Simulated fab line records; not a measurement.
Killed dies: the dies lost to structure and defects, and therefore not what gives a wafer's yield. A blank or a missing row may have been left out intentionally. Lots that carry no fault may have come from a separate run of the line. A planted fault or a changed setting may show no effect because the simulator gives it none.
Chamber matching	flow n5_finfet	N5_BEOL_M6_DESCUM_33 on rie_diel-06 has 4 sister chambers
The step chemistry O2, time 7 s. 8 wafers are shown with their chamber, then 11 later ones without.

== EACH WAFER AND ITS CHAMBER ==
wafer	chamber	drypump_motor_current_A (A)	showerhead_plenum_p_Torr (Torr)
L082.1	2	6.2	2.16
L083.1	2	6.2	2.16
L086.4	3	6.7	2.13
L084.4	1	5.2	2.17
L085.1	1	5.2	2.17
L085.3	0	5.9	2.14
L085.6	3	6.8	2.13
L090.1	0	5.9	2.13

== WAFERS WITHOUT THEIR CHAMBER ==
wafer	drypump_motor_current_A (A)	showerhead_plenum_p_Torr (Torr)
L090.2	6.1	2.16
L090.6	5.2	2.17
L092.1	6.1	2.16
L092.3	6.8	2.12
L092.6	5.9	2.13
L093.3	5.9	2.13
L093.5	5.9	2.13
L093.6	6.2	2.16
L097.3	6.2	2.15
L097.5	6.8	2.11
L097.6	6.2	2.15

== THE CHAMBER EACH PASSED THROUGH ==
wafer	from the rows above	in truth
L090.2	2	2
L090.6	1	1
L092.1	2	2
L092.3	3	3
L092.6	0	0
L093.3	0	0
L093.5	0	0
L093.6	2	2
L097.3	2	2
L097.5	3	3
L097.6	2	2
11 of 11 placed correctly. Number that these rows cannot place: 0. 0 placed wrongly.
How it was worked out, from the rows above alone: a wafer's distance from a chamber is the root of the sum, over the readings, of the square of ((its reading less the chamber's mean) divided by the reading's scatter). The wafer belongs to the nearest chamber; if the next one is less than 2 further off, it can't be placed. A chamber's mean is the mean of its shown wafers. The scatter: the root of (the sum of the squares of (reading less its chamber's mean) over the shown wafers, divided by (wafers less chambers)).
